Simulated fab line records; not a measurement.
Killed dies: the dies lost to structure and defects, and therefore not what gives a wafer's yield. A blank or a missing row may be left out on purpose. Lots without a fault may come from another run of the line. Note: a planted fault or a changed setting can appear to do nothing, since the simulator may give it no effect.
fab line records	flow n5Finfet
record: lots: 7	wafers: 39
route steps=1938 shown FIN_CUT@176 DUMMY_GATE@228 HKMG_FIN@406
startH: hours from the record's opening day to when the first of the lot's shown wafers began	waitH: how many hours have passed since the lot's step before this one	" same as the row above	L1.1+2: a row that stands for several wafers	- value missing, or start not given	* or withheld: withheld	< > ~ a bound
route shown NAME@n: names a module that has steps shown in the file, with the first one's number in the route	usual: mean/standard deviation of fault-free wafers	same: alike in all rows	chamber/n: place in a boat	sites: per-site readings	_std_site: their standard deviation	_edge_site: inner sites' mean taken away from outer sites' mean	radiusMm: for every site, how far away it sits from the centre of the wafer	mask NAME#n: copy n	behind: the most recent tool/chamber to have shaped the wafer	hold: why the lot went on hold/how many hours it stayed there/how the hold came to an end	device: transistor that didn't switch, given as n, p or np	end of line: tests run on the same wafers once the route is complete	a step given without rows: its recipe and nothing more	killed: the dies lost at the first sort to structure and to defects; this is not the yield of the wafer	map: shows each die of a wafer: x if killed, . if not, _ if none is there
set.NAME: the setting the step ran with; set.NAME@STEP: the setting that earlier step ran with	model.NAME: the simulator's own value behind a step, which no gauge read
lots whose settings were changed on purpose; a table a step, a row a wafer
== steps ==
step: N5_FIN_CUT_CUT_ETCH_15
recipe: chemistry: HBr/Cl2/O2	target: Si	targetDepthA: 1000	btTimeS: 10	maskMaterial: SOC	timeS: 42.4	ionEnergyEv: *	biasW: *	pressureMtorr: 10	icpW: 800	HBr_flow_sccm: 150	Cl2_flow_sccm: 80	O2_flow_sccm: 12
lot.wafer	tool	chamber	startH	waitH	set.timeS	model.FIN_CUT.featureDepthNm	model.etch.depthNm	model.SOC_of_FIN_CUT_COAT_18.thkNm
L074.1	rieSi-01	0	29.96	0.1	42.4	100.2	100.2	171.2
L074.2	"	2	"	"	38.91	92.4	92.47	173.2
L074.3	"	3	"	"	42.4	98.4	98.33	170.6
L074.4	"	1	"	"	38.91	91.6	91.62	173.4
L074.5	"	0	"	"	38.91	91	91.08	174
L074.6	"	1	"	"	42.4	99.8	99.77	170.2
L075.1	rieSi-04	1	33.89	0.1	37.5	88	88.03	174.2
L075.2	"	2	"	"	37.5	89	89.07	174.4
L075.3	"	0	"	"	42.4	98.4	98.43	170.4
L075.4	"	3	"	"	42.4	100.8	100.9	168.6
L075.5	"	2	"	"	42.4	101.8	101.8	168.8
L075.6	"	1	"	"	37.5	87.8	87.78	174.6
L081.1	rieSi-03	0	69.44	0.1	42.4	100.8	100.8	170.4
L081.3	"	2	"	"	42.4	99.4	99.5	171.6
L081.6	"	3	"	"	42.4	102.4	102.5	170
L086.1	rieSi-03	0	105.89	0.1	42.4	100.2	100.3	170.6
L086.2	"	3	"	"	34.45	83.2	83.13	177
L086.3	"	2	"	"	42.4	100.8	100.8	169.8
L086.4	"	1	"	"	42.4	98.2	98.24	170.4
L086.5	"	1	"	"	34.45	81	81.1	177.4
L086.6	"	0	"	"	34.45	82.2	82.24	177.8
L087.1	rieSi-03	2	107.97	0.1	42.4	100	100.1	170
L087.2	"	0	"	"	42.4	101	101.1	170
L087.3	"	1	"	"	38.88	91	91.09	173.2
L087.4	"	3	"	"	38.88	94	94.01	171.8
L087.5	"	2	"	"	42.4	100	99.97	170.4
L087.6	"	1	"	"	38.88	91.6	91.65	173
L092.1	rieSi-04	0	135.25	0.1	42.4	100.2	100.3	171.8
L092.2	"	1	"	"	47.29	111.8	111.8	166.4
L092.3	"	3	"	"	47.29	112.4	112.4	166.6
L092.4	"	3	"	"	42.4	100.8	100.7	171.6
L092.5	"	0	"	"	42.4	101	101	170.8
L092.6	"	1	"	"	47.29	111.6	111.7	167
L094.1	rieSi-03	3	148.66	0.1	39	94.2	94.18	172.8
L094.2	"	1	"	"	42.4	100	99.91	170.6
L094.3	"	0	"	"	39	91.6	91.59	173.4
L094.4	"	2	"	"	42.4	99.4	99.32	170.8
L094.5	"	0	"	"	39	91.6	91.63	174.6
L094.6	"	1	"	"	42.4	99.6	99.61	171.2
step: N5_FIN_CUT_CUT_ETCH_28
recipe: chemistry: HBr/Cl2/O2	target: Si	targetDepthA: 60	maskMaterial: SOC	timeS: 2.4	ionEnergyEv: *	biasW: *	pressureMtorr: 10	icpW: 800	HBr_flow_sccm: 150	Cl2_flow_sccm: 80	O2_flow_sccm: 12
lot.wafer	tool	chamber	startH	waitH	set.timeS@FIN_CUT_CUT_ETCH_15	model.SOC_of_FIN_CUT_COAT_18.thkNm
L074.1	rieSi-01	0	30.01	0.0	42.4	169.4
L074.2	"	2	"	"	38.91	171.4
L074.3	"	3	"	"	42.4	168.8
L074.4	"	1	"	"	38.91	171.6
L074.5	"	0	"	"	38.91	172.4
L074.6	"	1	"	"	42.4	168.4
L075.1+2	rieSi-04	1,2	33.94	0.0	37.5	172.6
L075.3	"	0	"	"	42.4	168.6
L075.4+5	"	3,2	"	"	42.4	167
L075.6	"	1	"	"	37.5	172.8
L081.1	rieSi-03	0	69.49	0.0	42.4	168.8
L081.3	"	2	"	"	42.4	169.8
L081.6	"	3	"	"	42.4	168.4
L086.1+4	rieSi-03	0,1	105.94	0.0	42.4	168.8
L086.2	"	3	"	"	34.45	175.2
L086.3	"	2	"	"	42.4	168
L086.5	"	1	"	"	34.45	175.8
L086.6	"	0	"	"	34.45	176.2
L087.1	rieSi-03	2	108.03	0.0	42.4	168.4
L087.2	"	0	"	"	42.4	168.2
L087.3	"	1	"	"	38.88	171.6
L087.4	"	3	"	"	38.88	170
L087.5	"	2	"	"	42.4	168.8
L087.6	"	1	"	"	38.88	171.2
L092.1	rieSi-04	0	135.30	0.0	42.4	170.2
L092.2	"	1	"	"	47.29	164.6
L092.3	"	3	"	"	47.29	165
L092.4	"	3	"	"	42.4	170
L092.5	"	0	"	"	42.4	169.2
L092.6	"	1	"	"	47.29	165.2
L094.1	rieSi-03	3	148.72	0.0	39	171
L094.2	"	1	"	"	42.4	168.8
L094.3	"	0	"	"	39	171.6
L094.4	"	2	"	"	42.4	169
L094.5	"	0	"	"	39	172.8
L094.6	"	1	"	"	42.4	169.4
step: N5_DUMMY_GATE_EXPOSE_12
recipe: maskId: GATE	na: 0.33	sourceShape: annular	sigmaInner: 0.2	sigmaOuter: 0.6	polarization: unpolarized	targetCdNm: 25	doseMj: 34
lot.wafer	tool	chamber	startH	waitH	mask	set.doseMj
L074.1+4+6	euvScanner-02	0	47.55	-	GATE#0	32.06
L074.2+3+5	"	0	"	"	GATE#0	34
L075.1+3+6	euvScanner-02	0	52.23	-	GATE#0	31.5
L075.2+4+5	"	0	"	"	GATE#0	34
L081.1+3+6	euvScanner-01	0	87.87	-	GATE#0	34
L086.1+2+3+4+5+6	euvScanner-01	0	123.94	-	GATE#0	34
L087.1+2+6	euvScanner-01	0	127.85	-	GATE#0	34.84
L087.3+4+5	"	0	"	"	GATE#0	34
L092.1+4+6	euvScanner-01	0	153.77	-	GATE#0	34
L092.2+3+5	"	0	"	"	GATE#0	34.72
L094.1+2+4	euvScanner-02	0	167.12	-	GATE#0	34
L094.3+5+6	"	0	"	"	GATE#0	31.41
step: N5_DUMMY_GATE_PEB_13
recipe: pebTempC: 100	pebTimeS: 60	resist: CAR-EUV
step: N5_DUMMY_GATE_DEVELOP_14
recipe: developTimeS: 30	developer: TMAH	resist: CAR-EUV	rinseLiquid: surfactantRinse	dry: airSpin	devTempC: 23
step: N5_DUMMY_GATE_CD_MEAS_15
recipe: targetCdNm: 25.8	landingEnergyEv: 500	detector: seInlens
usual: cdNm: 25.02/0.22
lot.wafer	tool	chamber	startH	waitH	set.doseMj@DUMMY_GATE_EXPOSE_12	cdNm
L074.1	cdSem-03	0	47.68	-	32.06	26.05
L074.2	"	0	"	"	34	25.11
L074.3	"	0	"	"	34	25.09
L074.4	"	0	"	"	32.06	26.46
L074.5	"	0	"	"	34	25.05
L074.6	"	0	"	"	32.06	26.06
L075.1	cdSem-02	0	52.36	-	31.5	26.41
L075.2	"	0	"	"	34	25.17
L075.3	"	0	"	"	31.5	26.37
L075.4	"	0	"	"	34	24.74
L075.5	"	0	"	"	34	24.81
L075.6	"	0	"	"	31.5	26.57
L081.1	cdSem-03	0	88.00	-	34	25.05
L081.3	"	0	"	"	34	25.34
L081.6	"	0	"	"	34	24.69
L086.1	cdSem-03	0	124.07	-	34	24.91
L086.2	"	0	"	"	34	24.85
L086.3	"	0	"	"	34	25.33
L086.4	"	0	"	"	34	25.18
L086.5	"	0	"	"	34	25.50
L086.6	"	0	"	"	34	24.80
L087.1	cdSem-01	0	127.98	-	34.84	24.80
L087.2	"	0	"	"	34.84	24.73
L087.3	"	0	"	"	34	24.78
L087.4	"	0	"	"	34	25.10
L087.5	"	0	"	"	34	24.48
L087.6	"	0	"	"	34.84	24.51
L092.1	cdSem-01	0	153.90	-	34	24.86
L092.2	"	0	"	"	34.72	24.20
L092.3	"	0	"	"	34.72	24.64
L092.4	"	0	"	"	34	24.85
L092.5	"	0	"	"	34.72	24.40
L092.6	"	0	"	"	34	24.76
L094.1	cdSem-03	0	167.25	-	34	24.79
L094.2	"	0	"	"	34	25.19
L094.3	"	0	"	"	31.41	26.41
L094.4	"	0	"	"	34	24.96
L094.5	"	0	"	"	31.41	26.57
L094.6	"	0	"	"	31.41	26.40
step: N5_DUMMY_GATE_STRIP_38
recipe: chemistry: N2/H2	tempC: 40	n2FlowSccm: 200	h2FlowSccm: 200	rfFrequencyHz: 6e+07
step: N5_DUMMY_GATE_STRIP_39
recipe: chemistry: N2/H2	tempC: 40	n2FlowSccm: 200	h2FlowSccm: 200	rfFrequencyHz: 6e+07
step: N5_DUMMY_GATE_TRIM_49
recipe: chemistry: O2	resist: SOC	timeS: 29	targetCdNm: 14	sourcePowerW: 300	biasPowerW: 0	O2_flow_sccm: 100	tempC: 20
lot.wafer	tool	chamber	startH	waitH	set.doseMj@DUMMY_GATE_EXPOSE_12	model.DUMMY_GATE.cdNm
L074.1+4	rieSi-04	2,0	48.04	0.0	32.06	15.6
L074.2	"	1	"	"	34	14.2
L074.3	"	3	"	"	34	14
L074.5	"	1	"	"	34	14.4
L074.6	"	2	"	"	32.06	15.4
L075.1+3	rieSi-01	2,3	52.72	0.0	31.5	15.4
L075.2+5	"	1,3	"	"	34	13.8
L075.4	"	1	"	"	34	14
L075.6	"	2	"	"	31.5	15.6
L081.1+3	rieSi-03	2,1	88.65	0.0	34	14.2
L081.6	"	1	"	"	34	14
L086.1+2+6	rieSi-04	2,0,2	124.43	0.0	34	14.4
L086.3+5	"	3	"	"	34	14.2
L086.4	"	1	"	"	34	14
L087.1	rieSi-04	2	128.34	0.0	34.84	13.8
L087.2	"	1	"	"	34.84	13.6
L087.3+5	"	0	"	"	34	14.2
L087.4	"	3	"	"	34	14
L087.6	"	3	"	"	34.84	13.2
L092.1+6	rieSi-03	3	154.26	0.0	34	13.8
L092.2	"	0	"	"	34.72	13.6
L092.3	"	1	"	"	34.72	13.8
L092.4	"	2	"	"	34	14
L092.5	"	2	"	"	34.72	13.4
L094.1+2+4	rieSi-04	1,2,0	167.62	0.0	34	13.8
L094.3	"	3	"	"	31.41	15.2
L094.5+6	"	2,1	"	"	31.41	15.4
step: N5_DUMMY_GATE_STRIP_40
recipe: chemistry: CF4	resist: SiARC	powerW: 300	biasPowerW: 75	pressureMtorr: 50	cf4FlowSccm: 150	rfFrequencyHz: 6e+07
step: N5_DUMMY_GATE_CD_MEAS_50
recipe: targetCdNm: 14
usual: cdNm: 14.10/0.27
lot.wafer	tool	chamber	startH	waitH	set.doseMj@DUMMY_GATE_EXPOSE_12	cdNm
L074.1	cdSem-01	-	48.19	0.0	32.06	15.37
L074.2	"	-	"	"	34	14.40
L074.3	"	-	"	"	34	13.82
L074.4	"	-	"	"	32.06	15.72
L074.5	"	-	"	"	34	14.46
L074.6	"	-	"	"	32.06	15.35
L075.1	cdSem-02	-	52.86	0.0	31.5	15.57
L075.2	"	-	"	"	34	13.79
L075.3	"	-	"	"	31.5	15.48
L075.4	"	-	"	"	34	13.88
L075.5	"	-	"	"	34	13.77
L075.6	"	-	"	"	31.5	15.79
L081.1	cdSem-03	-	88.90	0.0	34	14.00
L081.3	"	-	"	"	34	14.40
L081.6	"	-	"	"	34	14.17
L086.1	cdSem-03	-	124.58	0.0	34	14.79
L086.2	"	-	"	"	34	14.34
L086.3	"	-	"	"	34	13.99
L086.4	"	-	"	"	34	13.86
L086.5	"	-	"	"	34	14.21
L086.6	"	-	"	"	34	14.66
L087.1	cdSem-02	-	128.48	0.0	34.84	13.83
L087.2	"	-	"	"	34.84	13.49
L087.3	"	-	"	"	34	14.39
L087.4	"	-	"	"	34	13.61
L087.5	"	-	"	"	34	14.56
L087.6	"	-	"	"	34.84	13.28
L092.1	cdSem-02	-	154.40	0.0	34	13.79
L092.2	"	-	"	"	34.72	13.41
L092.3	"	-	"	"	34.72	13.89
L092.4	"	-	"	"	34	13.75
L092.5	"	-	"	"	34.72	13.38
L092.6	"	-	"	"	34	13.81
L094.1	cdSem-02	-	167.81	0.0	34	13.68
L094.2	"	-	"	"	34	13.66
L094.3	"	-	"	"	31.41	15.49
L094.4	"	-	"	"	34	13.74
L094.5	"	-	"	"	31.41	15.79
L094.6	"	-	"	"	31.41	15.48
step: N5_DUMMY_GATE_ETCH_31
recipe: chemistry: C4F6/O2	target: SiO2	maskMaterial: SOC	targetDepthA: 825	timeS: 27.5	ionEnergyEv: 250	pressureMtorr: 30	sourceW: 345	biasW: 185	Ar_flow_sccm: 300	C4F6_flow_sccm: 10	O2_flow_sccm: 10
step: N5_DUMMY_GATE_STRIP_41
recipe: chemistry: O2	powerW: 400	tempC: 40	pressureMtorr: 30	rfFrequencyHz: 6e+07	biasPowerW: 0	overashFraction: 0.3	o2FlowSccm: 225
step: N5_DUMMY_GATE_ETCH_23
recipe: chemistry: HBr/Cl2/O2	HBr_flow_sccm: 150	Cl2_flow_sccm: 80	O2_flow_sccm: 12	biasW: 102	targetDepthA: 410	timeS: 22.3	target: poly-Si	maskMaterial: SiO2	pressureMtorr: 10	icpW: 800
step: N5_DUMMY_GATE_ETCH_44
recipe: chemistry: HBr/O2	overEtchFrac: 0.7	targetDepthA: 1275	stopOn: SiO2	ionEnergyEv: 60	biasW: 20	target: poly-Si	maskMaterial: SiO2	pressureMtorr: 20	icpW: 400	HBr_flow_sccm: 120	O2_flow_sccm: 10
step: N5_DUMMY_GATE_CD_MEAS_24
recipe: targetCdNm: 15
usual: cdNm: 15.1/0.35
lot.wafer	tool	chamber	startH	waitH	set.doseMj@DUMMY_GATE_EXPOSE_12	cdNm
L074.1	cdSem-03	-	48.68	0.1	32.06	16.8
L074.2	"	-	"	"	34	15.5
L074.3	"	-	"	"	34	15.2
L074.4	"	-	"	"	32.06	16.6
L074.5	"	-	"	"	34	15.2
L074.6	"	-	"	"	32.06	16.3
L075.1	cdSem-03	-	53.36	0.1	31.5	16.1
L075.2	"	-	"	"	34	15.3
L075.3	"	-	"	"	31.5	16.4
L075.4	"	-	"	"	34	14.5
L075.5	"	-	"	"	34	15.1
L075.6	"	-	"	"	31.5	16.3
L081.1	cdSem-03	-	89.39	0.1	34	14.8
L081.3	"	-	"	"	34	15.3
L081.6	"	-	"	"	34	14.8
L086.1	cdSem-03	-	125.08	0.1	34	15.5
L086.2	"	-	"	"	34	15.7
L086.3	"	-	"	"	34	15.3
L086.4	"	-	"	"	34	15.3
L086.5	"	-	"	"	34	14.8
L086.6	"	-	"	"	34	15.0
L087.1	cdSem-01	-	128.98	0.1	34.84	14.5
L087.2	"	-	"	"	34.84	14.5
L087.3	"	-	"	"	34	15.2
L087.4	"	-	"	"	34	14.6
L087.5	"	-	"	"	34	15.0
L087.6	"	-	"	"	34.84	14.2
L092.1	cdSem-02	-	154.90	0.1	34	14.9
L092.2	"	-	"	"	34.72	14.7
L092.3	"	-	"	"	34.72	14.9
L092.4	"	-	"	"	34	14.7
L092.5	"	-	"	"	34.72	14.7
L092.6	"	-	"	"	34	15.1
L094.1	cdSem-03	-	168.31	0.1	34	15.0
L094.2	"	-	"	"	34	14.8
L094.3	"	-	"	"	31.41	16.3
L094.4	"	-	"	"	34	14.6
L094.5	"	-	"	"	31.41	16.4
L094.6	"	-	"	"	31.41	16.6
step: N5_DUMMY_GATE_ETCH_42
recipe: chemistry: CHF3/O2	target: SiO2	targetDepthA: 35	timeS: 31	ionEnergyEv: 30	biasW: 12	pressureMtorr: 30	sourceW: 600	Ar_flow_sccm: 200	CHF3_flow_sccm: 50	O2_flow_sccm: 5
lot.wafer	tool	chamber	startH	waitH	set.doseMj@DUMMY_GATE_EXPOSE_12	model.DUMMY_GATE.cdNm
L074.1	rieDiel-03	1	48.73	0.0	32.06	16.6
L074.2	"	3	"	"	34	15.2
L074.3	"	2	"	"	34	15
L074.4	"	0	"	"	32.06	16.8
L074.5	"	1	"	"	34	15.4
L074.6	"	0	"	"	32.06	16.4
L075.1+3	rieDiel-01	2,0	53.55	0.2	31.5	16.4
L075.2+4+5	"	1,3,0	"	"	34	14.8
L075.6	"	1	"	"	31.5	16.6
L081.1+6	rieDiel-03	2,0	89.46	0.1	34	15
L081.3	"	1	"	"	34	15.2
L086.1+6	rieDiel-01	3,1	125.13	0.0	34	15.4
L086.2	"	2	"	"	34	15.6
L086.3+4+5	"	1,0,2	"	"	34	15.2
L087.1	rieDiel-06	3	129.03	0.0	34.84	14.8
L087.2	"	0	"	"	34.84	14.6
L087.3	"	1	"	"	34	15.2
L087.4+5	"	2,3	"	"	34	15
L087.6	"	2	"	"	34.84	14.4
L092.1+4	rieDiel-06	3,2	154.95	0.0	34	15
L092.2+5	"	1,3	"	"	34.72	14.6
L092.3	"	0	"	"	34.72	14.8
L092.6	"	0	"	"	34	14.8
L094.1	rieDiel-01	2	168.36	0.0	34	15
L094.2	"	0	"	"	34	14.8
L094.3	"	3	"	"	31.41	16.2
L094.4	"	1	"	"	34	14.6
L094.5	"	0	"	"	31.41	16.6
L094.6	"	3	"	"	31.41	16.4
step: N5_HKMG_FIN_ETCH_58
recipe: chemistry: N2/H2	target: SOC	targetDepthA: 2158	ionEnergyEv: 50	biasW: 13	timeS: 741	pressureMtorr: 30	sourceW: 875	n2FlowSccm: 200	h2FlowSccm: 200
usual: rfVppV: 99.2/1.1
lot.wafer	tool	chamber	startH	waitH	set.sourceW	rfVppV	model.SOC_of_HKMG_FIN_COAT_41.thkNm	model.HKMG_FIN.featureDepthNm	model.etch.depthNm
L074.1	rieDiel-04	2	73.12	0.0	735.7	105.9	111.2	189.8	189.8
L074.2	"	0	"	"	735.7	106.3	113.8	186.8	186.7
L074.3	"	1	"	"	875	99.2	88.8	213.6	213.6
L074.4	"	3	"	"	735.7	106.3	114.2	187.4	187.4
L074.5	"	2	"	"	875	99.1	82.8	218.4	218.4
L074.6	"	1	"	"	875	97.9	88.4	213.2	213.2
L075.1	rieDiel-02	1	79.51	0.0	875	99.4	82.2	218	218
L075.2	"	2	"	"	938.8	96.9	71.6	229	229
L075.3	"	3	"	"	938.8	97.7	72	227.6	227.6
L075.4	"	0	"	"	938.8	97.4	66.4	234.2	234.2
L075.5	"	0	"	"	875	99.7	75.6	223.2	223.1
L075.6	"	3	"	"	875	99.4	86	214	213.9
L081.1	rieDiel-02	0	118.69	0.0	875	100.6	80.2	220.8	220.9
L081.3	"	1	"	"	875	100.5	86.2	214.2	214.3
L081.6	"	0	"	"	875	99.9	80.8	219.4	219.4
L086.1	rieDiel-02	2	148.38	0.0	875	100.0	84.8	215.4	215.4
L086.2	"	0	"	"	875	99.1	80.2	219.6	219.7
L086.3	"	3	"	"	875	99.7	88.2	212	212.1
L086.4	"	1	"	"	875	100.4	84.8	215.6	215.6
L086.5	"	1	"	"	875	99.4	84.8	214.2	214.2
L086.6	"	0	"	"	875	100.5	80.8	219.6	219.5
L087.1	rieDiel-04	3	155.27	0.0	800.5	103.6	98.8	203	203
L087.2	"	0	"	"	875	100.6	82.2	219	219
L087.3	"	1	"	"	800.5	100.5	100.2	199.6	199.6
L087.4	"	2	"	"	875	97.3	83.4	217.8	217.7
L087.5	"	3	"	"	875	99.3	81.2	219.6	219.6
L087.6	"	0	"	"	800.5	101.5	97.6	203.4	203.5
L092.1	rieDiel-05	2	178.12	0.0	729.6	104.8	113.4	187.8	187.7
L092.2	"	0	"	"	729.6	106.2	118.2	183.6	183.6
L092.3	"	3	"	"	875	100.3	87.2	213.8	213.8
L092.4	"	1	"	"	729.6	106.8	117.8	183.4	183.4
L092.5	"	0	"	"	875	99.2	86	215	215.1
L092.6	"	1	"	"	875	97.0	90.4	211.4	211.4
L094.1	rieDiel-04	3	192.04	0.0	875	99.4	80.6	218.6	218.7
L094.2	"	2	"	"	875	98.2	81	217.6	217.6
L094.3	"	1	"	"	875	98.3	83.2	215.8	215.8
L094.4	"	0	"	"	875	98.5	77.6	221.4	221.3
L094.5	"	1	"	"	875	97.1	85.2	213.6	213.6
L094.6	"	2	"	"	875	99.7	83	216	215.9
step: N5_HKMG_FIN_ETCH_35
recipe: chemistry: N2/H2	target: SOC	targetDepthA: 2158	ionEnergyEv: 65	biasW: 5	sourceW: 3000	timeS: 243.4	pressureMtorr: 30	n2FlowSccm: 200	h2FlowSccm: 200
usual: rfVppV: 141.8/1.2
lot.wafer	tool	chamber	startH	waitH	set.sourceW	rfVppV	model.etch.depthNm	model.SOC_of_HKMG_FIN_COAT_29.thkNm	model.HKMG_FIN.featureDepthNm
L074.1	rieDiel-02	0	76.53	0.0	3000	141.9	221.1	80	221
L074.2	"	1	"	"	3000	143.6	215	85.2	215
L074.3	"	3	"	"	2704	147.7	194.5	105.6	194.4
L074.4	"	2	"	"	2704	147.1	198.2	102.6	198.2
L074.5	"	0	"	"	2704	148.1	202.3	98.4	202.2
L074.6	"	1	"	"	3000	143.8	215.2	85.4	215.2
L075.1	rieDiel-02	3	82.79	0.0	3000	140.8	212.3	88.6	212.2
L075.2	"	0	"	"	3174	139.9	230.9	69.8	231
L075.3	"	1	"	"	3174	139.9	226.8	74	226.8
L075.4	"	2	"	"	3000	142.2	215.5	84.8	215.6
L075.5	"	0	"	"	3174	139.6	231.5	68.4	231.4
L075.6	"	3	"	"	3000	141.9	215	87	215
L081.1	rieDiel-04	3	122.24	0.0	3000	141.9	218.2	83.8	218.2
L081.3	"	2	"	"	3000	141.5	216.7	85.6	216.8
L081.6	"	3	"	"	3000	141.4	221.2	80.6	221.2
L086.1	rieDiel-05	2	152.14	0.0	3000	142.4	216.7	84.4	216.8
L086.2	"	1	"	"	3000	141.2	214	88.2	214
L086.3	"	3	"	"	3313	137.0	235.4	66.2	235.4
L086.4	"	0	"	"	3000	143.3	214.3	86.8	214.4
L086.5	"	2	"	"	3313	136.1	237	65	237
L086.6	"	1	"	"	3313	134.0	234	67.8	234
L087.1	rieDiel-04	1	158.51	0.0	2789	147.0	201.9	100	201.8
L087.2	"	2	"	"	3000	139.8	218.6	83.6	218.6
L087.3	"	3	"	"	3000	140.7	219.6	81.6	219.6
L087.4	"	0	"	"	2789	145.9	207.8	94.2	207.8
L087.5	"	3	"	"	2789	145.9	206.1	95.2	206
L087.6	"	0	"	"	3000	143.8	217.9	83.2	217.8
L092.1	rieDiel-05	0	181.36	0.0	3000	141.1	216.2	85.6	216.2
L092.2	"	2	"	"	3000	143.3	220	80.8	220
L092.3	"	1	"	"	3000	138.5	214.9	86.2	215
L092.4	"	3	"	"	3000	142.0	216.1	84.8	216
L092.5	"	2	"	"	3000	142.4	217.1	83.6	217.2
L092.6	"	1	"	"	3000	139.5	213.5	86.8	213.4
L094.1	rieDiel-04	1	195.89	0.0	3000	140.4	216	84.8	216
L094.2	"	3	"	"	3246	137.8	236.2	63.8	236.2
L094.3	"	0	"	"	3000	143.2	219.5	81.8	219.4
L094.4	"	2	"	"	3000	140.8	217.4	83.4	217.4
L094.5	"	0	"	"	3246	139.5	237.2	64.2	237.2
L094.6	"	1	"	"	3246	135.5	230	71.4	230
== key ==
split: step: N5_FIN_CUT_CUT_ETCH_15	setting: timeS	stated: 42.4	by: wafer
response: step: N5_FIN_CUT_CUT_ETCH_15	reading: model.FIN_CUT.featureDepthNm	change: +0.963	per: 1%	r: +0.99
response: step: N5_FIN_CUT_CUT_ETCH_15	reading: model.etch.depthNm	change: +0.963	per: 1%	r: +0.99
response: step: N5_FIN_CUT_CUT_ETCH_15	reading: model.SOC_of_FIN_CUT_COAT_18.thkNm	change: -0.384	per: 1%	r: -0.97
response: step: N5_FIN_CUT_CUT_ETCH_28	reading: model.SOC_of_FIN_CUT_COAT_18.thkNm	change: -0.387	per: 1%	r: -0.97
split: step: N5_DUMMY_GATE_EXPOSE_12	setting: doseMj	stated: 34	by: wafer
response: step: N5_DUMMY_GATE_CD_MEAS_15	reading: cdNm	change: -0.194	per: 1%	r: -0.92
response: step: N5_DUMMY_GATE_TRIM_49	reading: model.DUMMY_GATE.cdNm	change: -0.213	per: 1%	r: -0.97
response: step: N5_DUMMY_GATE_CD_MEAS_50	reading: cdNm	change: -0.238	per: 1%	r: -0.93
response: step: N5_DUMMY_GATE_CD_MEAS_24	reading: cdNm	change: -0.199	per: 1%	r: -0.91
response: step: N5_DUMMY_GATE_ETCH_42	reading: model.DUMMY_GATE.cdNm	change: -0.22	per: 1%	r: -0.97
split: step: N5_HKMG_FIN_ETCH_58	setting: sourceW	stated: 875	by: wafer
response: step: N5_HKMG_FIN_ETCH_58	reading: rfVppV	change: -0.423	per: 1%	r: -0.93
response: step: N5_HKMG_FIN_ETCH_58	reading: model.SOC_of_HKMG_FIN_COAT_41.thkNm	change: -1.71	per: 1%	r: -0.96
response: step: N5_HKMG_FIN_ETCH_58	reading: model.HKMG_FIN.featureDepthNm	change: +1.73	per: 1%	r: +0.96
response: step: N5_HKMG_FIN_ETCH_58	reading: model.etch.depthNm	change: +1.73	per: 1%	r: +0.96
split: step: N5_HKMG_FIN_ETCH_35	setting: sourceW	stated: 3000	by: wafer
response: step: N5_HKMG_FIN_ETCH_35	reading: rfVppV	change: -0.531	per: 1%	r: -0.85
response: step: N5_HKMG_FIN_ETCH_35	reading: model.etch.depthNm	change: +2.02	per: 1%	r: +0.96
response: step: N5_HKMG_FIN_ETCH_35	reading: model.SOC_of_HKMG_FIN_COAT_29.thkNm	change: -2.02	per: 1%	r: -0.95
response: step: N5_HKMG_FIN_ETCH_35	reading: model.HKMG_FIN.featureDepthNm	change: +2.02	per: 1%	r: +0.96
